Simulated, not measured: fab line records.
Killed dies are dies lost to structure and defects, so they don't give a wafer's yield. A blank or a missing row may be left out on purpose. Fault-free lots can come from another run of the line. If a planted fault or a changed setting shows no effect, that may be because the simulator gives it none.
Split-lot study | flow n5Finfet | on a route of 1938 steps: 7 lots, 39 wafers read

## SPLIT DETAILS
At N5_BEOL_M7_TRENCH_ETCH_37 (etches SiCOH lowk in C4F6/O2, target depth 93.478 nm, time 31.2 s), the setting targetDepthA was moved away from the recipe's 934.78 angstrom on 15 of the 39 wafers read, by -32.5% to +59.7%. For the rest of the wafers, this setting stayed at what the recipe calls for.

## FROM THE SPLIT TO THE READING: what the file shows between them, 8 steps
- N5_BEOL_M7_ETCH_41: etches SiCN in CH3F/O2, target depth 31.9 nm, time 57.8 s
- N5_BEOL_M7_STRIP_80: strips in N2/H2, time 10 s
- N5_BEOL_M7_OCD_MEAS_38
- N5_BEOL_M7_HM_STRIP_39: strips TiN in peroxide tin strip, target depth 25 nm, time 158 s
- N5_BEOL_M7_SRD_40: time 30 s
- N5_BEOL_M7_ECD_50: material Cu, target thk 300 nm
- N5_BEOL_M7_ANNEAL_51: time 90 s
- N5_BEOL_M7_CMP_52: polishes, stops on SiCOH lowk, t overpolish 6.9 s, target thk 80 nm

## THE READING
M7_THK, in nm, at N5_BEOL_M7_THK_MEAS_53 (measures by xrf). Fault-free wafers of this fab line usually give 79.5 nm, standard deviation 2.6 nm.

wafer  | tool, chamber at the split | targetDepthA as run, angstrom | against the recipe | M7_THK, nm | against lot-mates on the recipe
L074.1 | rieDiel-06, 2              | 934.78                        | recipe             | 76.4       | -
L074.2 | rieDiel-06, 3              | 690.9                         | -26.1%             | 58.9       | -17.1
L074.3 | rieDiel-06, 0              | 690.9                         | -26.1%             | 54.8       | -21.2
L074.4 | rieDiel-06, 1              | 934.78                        | recipe             | 76.2       | -
L074.5 | rieDiel-06, 1              | 690.9                         | -26.1%             | 54.7       | -21.3
L074.6 | rieDiel-06, 2              | 934.78                        | recipe             | 75.5       | -
L082.1 | rieDiel-05, 3              | 934.78                        | recipe             | 77.6       | -
L082.2 | rieDiel-05, 1              | 934.78                        | recipe             | 76.6       | -
L082.3 | rieDiel-05, 2              | 1391                          | +48.8%             | 127.2      | +50.0
L082.4 | rieDiel-05, 0              | 934.78                        | recipe             | 77.4       | -
L082.5 | rieDiel-05, 1              | 1391                          | +48.8%             | 122.0      | +44.8
L082.6 | rieDiel-05, 2              | 1391                          | +48.8%             | 124.2      | +47.0
L079.1 | rieDiel-06, 0              | 934.78                        | recipe             | 79.4       | -
L079.2 | rieDiel-06, 3              | 1077                          | +15.2%             | 98.8       | +17.8
L079.3 | rieDiel-06, 1              | 1077                          | +15.2%             | 94.3       | +13.3
L079.4 | rieDiel-06, 3              | 934.78                        | recipe             | 85.2       | -
L079.5 | rieDiel-06, 0              | 934.78                        | recipe             | 78.3       | -
L079.6 | rieDiel-06, 1              | 1077                          | +15.2%             | 94.0       | +13.0
L086.1 | rieDiel-05, 0              | 934.78                        | recipe             | 78.0       | -
L086.3 | rieDiel-05, 1              | 934.78                        | recipe             | 76.6       | -
L086.6 | rieDiel-05, 1              | 934.78                        | recipe             | 76.6       | -
L081.1 | rieDiel-02, 2              | 934.78                        | recipe             | 79.3       | -
L081.2 | rieDiel-02, 0              | 934.78                        | recipe             | 82.7       | -
L081.3 | rieDiel-02, 3              | 934.78                        | recipe             | 76.7       | -
L081.4 | rieDiel-02, 1              | 934.78                        | recipe             | 74.9       | -
L081.5 | rieDiel-02, 2              | 934.78                        | recipe             | 79.4       | -
L081.6 | rieDiel-02, 3              | 934.78                        | recipe             | 75.5       | -
L091.1 | rieDiel-02, 3              | 934.78                        | recipe             | 75.5       | -
L091.2 | rieDiel-02, 1              | 934.78                        | recipe             | 76.8       | -
L091.3 | rieDiel-02, 0              | 630.8                         | -32.5%             | 49.0       | -27.0
L091.4 | rieDiel-02, 2              | 630.8                         | -32.5%             | 49.2       | -26.8
L091.5 | rieDiel-02, 1              | 934.78                        | recipe             | 75.8       | -
L091.6 | rieDiel-02, 0              | 630.8                         | -32.5%             | 50.7       | -25.3
L094.1 | rieDiel-05, 3              | 1493                          | +59.7%             | 132.3      | +52.8
L094.2 | rieDiel-05, 0              | 1493                          | +59.7%             | 133.6      | +54.1
L094.3 | rieDiel-05, 1              | 934.78                        | recipe             | 81.3       | -
L094.4 | rieDiel-05, 2              | 1493                          | +59.7%             | 136.8      | +57.3
L094.5 | rieDiel-05, 3              | 934.78                        | recipe             | 79.0       | -
L094.6 | rieDiel-05, 0              | 934.78                        | recipe             | 78.3       | -

THE FIT
A straight line over all 39 wafers: M7_THK changes by +0.928 nm for each +1% of targetDepthA; r = +0.99; the points scatter about the line by 2.6 nm.
The same after taking each lot's own level away (the mean of its wafers on the recipe; 39 wafers): +0.899 nm for each +1%; r = +0.99; scatter 2.3 nm.
According to that fit, moving targetDepthA by its largest amount changes the reading by 54 nm.
Measured against the standard deviation above, the lots' own levels, which go from 76.03 to 80.97 nm, span 1.9 times it.
Consequently the slope shifts little with the lot-to-lot level, the two slopes agreeing.
Check: +54.9 nm against its lot-mates is what the line predicts for one of the wafers moved furthest among these (+59.7%) when that wafer is left out of the fit. It came out at +52.8 nm against them.

## OTHER SPLITS APPLIED TO THESE WAFERS
Other splits were also applied to these wafers ahead of the reading. Each is held against what the fit with the lots' levels taken away leaves over:
other split on the same wafers  | wafers away from the commonest value | r with M7_THK (lot level and that fit taken away)
N5_BEOL_M2_TRENCH_ETCH_37 timeS | 15                                   | +0.11

## THE WHOLE CHAIN: every reading that the file lists as answering this split, in the file's order
step                      | what it does                                                        | reading                                                                         | change (the file's fit)                                                              | r (the file's)
N5_BEOL_M7_TRENCH_ETCH_37 | etches SiCOH lowk in C4F6/O2, target depth 93.478 nm, time 31.2 s   | etch.depthNm (the simulator's own value, which no gauge read)                   | +0.909 nm for each +1% of the setting                                                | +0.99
N5_BEOL_M7_TRENCH_ETCH_37 | etches SiCOH lowk in C4F6/O2, target depth 93.478 nm, time 31.2 s   | BEOL_M7.featureDepthNm (the simulator's own value, which no gauge read)         | +0.909 nm for each +1% of the setting                                                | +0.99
N5_BEOL_M7_TRENCH_ETCH_37 | etches SiCOH lowk in C4F6/O2, target depth 93.478 nm, time 31.2 s   | TiN_of_BEOL_M7_HM_DEP_02.thkNm (the simulator's own value, which no gauge read) | -0.0255 nm for each +1% of the setting                                               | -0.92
N5_BEOL_M7_OCD_MEAS_38    |                                                                     | trenchDepthNm                                                                   | +0.908 nm for each +1% of the setting                                                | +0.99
N5_BEOL_M7_CMP_52         | polishes, stops on SiCOH lowk, t overpolish 6.9 s, target thk 80 nm | Cu_of_BEOL_M7_ECD_50.thkNm (the simulator's own value, which no gauge read)     | +0.904 nm for each +1% of the setting                                                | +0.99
N5_BEOL_M7_THK_MEAS_53    | measures by xrf                                                     | M7_THK                                                                          | +0.906 for each +1% of the setting                                                   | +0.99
N5_BEOL_M7_RS_MEAS_57     | measures by four-point-probe                                        | M7_RS                                                                           | not straight: 0.511 at the lowest setting, 0.296 at the recipe, 0.159 at the highest | not given

## FILE'S OWN FIT
M7_THK changes by +0.906 nm for each +1% of targetDepthA, r = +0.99.
